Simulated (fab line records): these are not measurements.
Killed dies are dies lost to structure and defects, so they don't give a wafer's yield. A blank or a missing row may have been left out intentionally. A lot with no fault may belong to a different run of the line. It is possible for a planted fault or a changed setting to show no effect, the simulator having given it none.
Chamber matching + flow n5 finfet + N5_ZERO_LAYER_DESCUM_16 on rie diel-05: 3 sister chambers
The step chemistry O2, time 7.9 s. 3 wafers are shown with their chamber, then 6 later ones without.

== WAFERS, EACH WITH ITS CHAMBER ==
| wafer  | chamber | throttle valve pct (%) |
|--------|---------|------------------------|
| L285.5 | 3       | 20.52                  |
| L287.3 | 1       | 20.20                  |
| L287.4 | 0       | 20.37                  |

== WAFERS MISSING THEIR CHAMBER ==
| wafer  | throttle valve pct (%) |
|--------|------------------------|
| L287.5 | 20.35                  |
| L290.3 | 20.20                  |
| L290.4 | 20.54                  |
| L291.1 | 20.36                  |
| L291.5 | 20.36                  |
| L291.6 | 20.20                  |

== EACH ONE'S CHAMBER ==
| wafer  | from the rows above | in truth |
|--------|---------------------|----------|
| L287.5 | 0                   | 0        |
| L290.3 | 1                   | 1        |
| L290.4 | 3                   | 3        |
| L291.1 | 0                   | 0        |
| L291.5 | 0                   | 0        |
| L291.6 | 1                   | 1        |
Correct placement for 6 of the 6. Number that these rows cannot place: 0. Wrongly placed: 0.
How it was worked out, from the rows above alone: a wafer's distance from a chamber is the root of the sum, over the readings, of the square of ((its reading less the chamber's mean) divided by the reading's scatter). If the next closest chamber is less than 2 further off than the closest, the wafer can't be placed; otherwise it belongs to the closest. Each chamber's mean is taken over the wafers shown for it. The scatter (one wafer shown for each chamber): square how far every hidden wafer sits from the nearest shown wafer, average those squares and take the square root.
